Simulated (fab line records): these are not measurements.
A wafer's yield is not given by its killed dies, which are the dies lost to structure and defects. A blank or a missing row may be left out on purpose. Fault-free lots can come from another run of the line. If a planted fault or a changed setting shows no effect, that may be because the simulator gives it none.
Which tool was responsible? | flow nandHarc | 72 wafers from 24 lots sampled at 3 of the route's 1302 steps

## WHAT THE GAUGES READ, wafer by wafer
NHARC_A_BLC_INSPECT_28.
lot  | measured     | on               | rawDefectCount
L074 | day 22 14:37 | defectInspect-01 | 499 432 422
L075 | day 22 16:07 | defectInspect-02 | 423 446 486
L076 | day 23 09:06 | defectInspect-01 | 556 619 713
L078 | day 23 19:53 | defectInspect-02 | 599 468 549
L077 | day 23 20:14 | defectInspect-02 | 484 383 384
L080 | day 24 09:38 | defectInspect-02 | 564 643 468
L079 | day 24 11:19 | defectInspect-02 | 433 347 368
L081 | day 25 14:49 | defectInspect-01 | 540 621 482
L083 | day 26 03:36 | defectInspect-01 | 425 472 371
L082 | day 26 07:07 | defectInspect-01 | 595 434 448
L085 | day 26 18:05 | defectInspect-01 | 587 522 658
L084 | day 26 18:57 | defectInspect-01 | 476 523 433
L087 | day 27 14:25 | defectInspect-01 | 549 390 614
L086 | day 27 16:34 | defectInspect-02 | 441 353 376
L088 | day 28 05:05 | defectInspect-01 | 406 518 423
L089 | day 28 05:41 | defectInspect-02 | 519 648 458
L090 | day 29 20:14 | defectInspect-01 | 619 608 426
L091 | day 30 01:38 | defectInspect-01 | 575 534 527
L093 | day 30 07:31 | defectInspect-01 | 438 747 284
L092 | day 30 12:33 | defectInspect-01 | 506 569 440
L094 | day 30 16:20 | defectInspect-02 | 406 532 396
L095 | day 31 10:01 | defectInspect-01 | 361 546 604
L096 | day 31 21:06 | defectInspect-01 | 821 409 622
L097 | day 32 02:41 | defectInspect-02 | 378 451 386

## EACH LOT AND THE TOOL THAT RAN IT (in order: tool; ch and the chambers of the sampled wafers; start)
lot  | NHARC_A_CONTACT_ALD_18             | NHARC_A_BLC_STRIP_29
L074 | aldMetal-01 ch 0,1,3, day 22 09:31 | rieDiel-07 ch 0,1, day 22 12:43
L075 | aldMetal-03 ch 1,2,3, day 22 10:58 | rieDiel-13 ch 0,1,2, day 22 14:12
L076 | aldMetal-03 ch 1,3, day 23 03:59   | rieDiel-09 ch 0,2,3, day 23 07:13
L078 | aldMetal-01 ch 0,3, day 23 14:34   | rieDiel-07 ch 0,1,2, day 23 17:51
L077 | aldMetal-04 ch 2,3, day 23 15:13   | rieDiel-07 ch 1,2,3, day 23 18:20
L080 | aldMetal-04 ch 0,1,2, day 24 04:33 | rieDiel-07 ch 1,2,3, day 24 07:46
L079 | aldMetal-01 ch 0,2,3, day 24 05:13 | rieDiel-07 ch 1,2,3, day 24 09:26
L081 | aldMetal-04 ch 1,2,3, day 25 09:45 | rieDiel-09 ch 1,2, day 25 12:55
L083 | aldMetal-03 ch 0,3, day 25 22:28   | rieDiel-13 ch 2,3, day 26 01:43
L082 | aldMetal-01 ch 1,2, day 26 02:07   | rieDiel-07 ch 0,1, day 26 05:13
L085 | aldMetal-01 ch 2,3, day 26 12:47   | rieDiel-07 ch 0,1,2, day 26 16:04
L084 | aldMetal-03 ch 1,2,3, day 26 13:48 | rieDiel-09 ch 0,2,3, day 26 17:03
L087 | aldMetal-01 ch 0,3, day 27 09:11   | rieDiel-07 ch 1,3, day 27 12:31
L086 | aldMetal-04 ch 0,1, day 27 11:23   | rieDiel-07 ch 1,3, day 27 14:38
L088 | aldMetal-04 ch 0,1,2, day 27 23:20 | rieDiel-13 ch 0,1,3, day 28 03:09
L089 | aldMetal-03 ch 0,1,2, day 28 00:34 | rieDiel-13 ch 0,1,2, day 28 03:46
L090 | aldMetal-01 ch 1,2,3, day 29 15:07 | rieDiel-13 ch 0,1,2, day 29 18:22
L091 | aldMetal-01 ch 1,2,3, day 29 20:28 | rieDiel-13 ch 0,3, day 29 23:44
L093 | aldMetal-04 ch 1,2,3, day 30 02:23 | rieDiel-07 ch 0,1,2, day 30 05:31
L092 | aldMetal-03 ch 0,1,3, day 30 07:23 | rieDiel-07 ch 0,3, day 30 10:39
L094 | aldMetal-04 ch 0,1, day 30 10:59   | rieDiel-07 ch 0,1,2, day 30 14:20
L095 | aldMetal-01 ch 0,3, day 31 04:52   | rieDiel-13 ch 0,3, day 31 08:07
L096 | aldMetal-01 ch 0,2,3, day 31 15:58 | rieDiel-09 ch 1,2,3, day 31 19:10
L097 | aldMetal-01 ch 2,3, day 31 21:32   | rieDiel-07 ch 0,1,3, day 32 00:49
- NHARC_A_CONTACT_ALD_18: deposits TiN, target thk 3 nm, pulse time 1 s, ald cycles 150.
- NHARC_A_BLC_STRIP_29: strips in CF4.

## AS READ BY THE TOOLS THEMSELVES (means over the sampled wafers that have a number; for cases with no such wafer, the mark the record gives instead)
NHARC_A_CONTACT_ALD_18.
lot  | tool        | heaterPowerW (W) | precursorPulseHeightRel
L074 | aldMetal-01 | 1103             | 1.011
L075 | aldMetal-03 | 1131             | 1.003
L076 | aldMetal-03 | 1160             | 1.007
L078 | aldMetal-01 | 1127             | 1.015
L077 | aldMetal-04 | 1026             | 0.995
L080 | aldMetal-04 | 1068             | 0.985
L079 | aldMetal-01 | 1058             | 1.002
L081 | aldMetal-04 | 1034             | 1.010
L083 | aldMetal-03 | 1184             | 0.984
L082 | aldMetal-01 | 983              | 1.004
L085 | aldMetal-01 | 1104             | 0.981
L084 | aldMetal-03 | 1135             | 1.014
L087 | aldMetal-01 | 1116             | 0.979
L086 | aldMetal-04 | 1142             | 0.996
L088 | aldMetal-04 | 1098             | 0.988
L089 | aldMetal-03 | 1156             | 0.996
L090 | aldMetal-01 | 1076             | 1.030
L091 | aldMetal-01 | 1058             | 1.005
L093 | aldMetal-04 | 1048             | 0.993
L092 | aldMetal-03 | 1194             | 1.006
L094 | aldMetal-04 | 1179             | 1.024
L095 | aldMetal-01 | 1153             | 0.993
L096 | aldMetal-01 | 1099             | 0.993
L097 | aldMetal-01 | 1058             | 1.004

NHARC_A_BLC_STRIP_29.
lot  | tool       | chamberPressureMTorr (mTorr) | drypumpMotorCurrentA (A) | oesProductAu (a.u.) | rfVppV (V) | showerheadPlenumPTorr (Torr) | throttleValvePct (%)
L074 | rieDiel-07 | 50.02                        | 5.6                      | 1.005               | 58.3       | 1.68                         | 13.279
L075 | rieDiel-13 | 49.99                        | 5.3                      | 0.992               | 58.5       | 1.76                         | 13.297
L076 | rieDiel-09 | 49.99                        | 5.9                      | 1.001               | 58.9       | 1.76                         | 13.294
L078 | rieDiel-07 | 49.97                        | 5.8                      | 1.003               | 59.1       | 1.70                         | 13.282
L077 | rieDiel-07 | 49.98                        | 5.7                      | 0.999               | 59.2       | 1.70                         | 13.285
L080 | rieDiel-07 | 49.98                        | 5.7                      | 0.987               | 59.3       | 1.70                         | 13.278
L079 | rieDiel-07 | 49.96                        | 5.7                      | 1.005               | 58.7       | 1.70                         | 13.278
L081 | rieDiel-09 | 49.98                        | 5.6                      | 0.991               | 58.8       | 1.76                         | 13.285
L083 | rieDiel-13 | 49.97                        | 5.7                      | 1.002               | 59.0       | 1.68                         | 13.289
L082 | rieDiel-07 | 49.99                        | 5.7                      | 1.015               | 58.5       | 1.68                         | 13.277
L085 | rieDiel-07 | 50.00                        | 5.8                      | 1.015               | 59.9       | 1.70                         | 13.271
L084 | rieDiel-09 | 49.94                        | 6.0                      | 0.995               | 59.0       | 1.76                         | 13.281
L087 | rieDiel-07 | 50.01                        | 5.9                      | 1.006               | 59.3       | 1.68                         | 13.285
L086 | rieDiel-07 | 49.98                        | 5.9                      | 1.004               | 59.1       | 1.68                         | 13.285
L088 | rieDiel-13 | 49.96                        | 5.4                      | 1.007               | 58.6       | 1.75                         | 13.288
L089 | rieDiel-13 | 50.04                        | 5.3                      | 1.004               | 59.4       | 1.75                         | 13.290
L090 | rieDiel-13 | 49.99                        | 5.3                      | 1.003               | 59.5       | 1.75                         | 13.279
L091 | rieDiel-13 | 50.01                        | 5.7                      | 1.007               | 59.2       | 1.72                         | 13.277
L093 | rieDiel-07 | 49.99                        | 5.8                      | 1.002               | 58.0       | 1.70                         | 13.281
L092 | rieDiel-07 | 50.00                        | 5.1                      | 0.998               | 58.7       | 1.67                         | 13.284
L094 | rieDiel-07 | 50.02                        | 5.8                      | 1.005               | 59.0       | 1.70                         | 13.293
L095 | rieDiel-13 | 49.98                        | 5.7                      | 0.996               | 58.9       | 1.72                         | 13.284
L096 | rieDiel-09 | 50.00                        | 5.9                      | 0.997               | 59.4       | 1.75                         | 13.282
L097 | rieDiel-07 | 50.00                        | 5.6                      | 1.003               | 59.6       | 1.67                         | 13.281

## THE ANSWER, worked out from the rows above alone
Rule: the lots themselves supply what counts as usual. Put in order of their means at a reading, lots are off if they are a third of the lots or fewer, leave a main group of 4 or more, and stand apart from it by a gap of 3 or more times the standard deviation of the main group's means; of several such gaps the widest counts. Not used: any main group whose means are identical at the precision the tables above print for the reading. Also off: a lot with no number at a reading for which 4 or more lots have one. All remaining lots with rows at the step are treated as sound. Order of review: gauges by route order, followed by the tools' own readings, for which a lot's mean as printed above is used. The first step at which some lot is off is used, and at that step the reading that is off furthest; a lot without a number counts as furthest.
No lot is off at any reading shown: from this, nothing can be told.

## WHAT HAD BEEN PUT IN BY THE SIMULATOR
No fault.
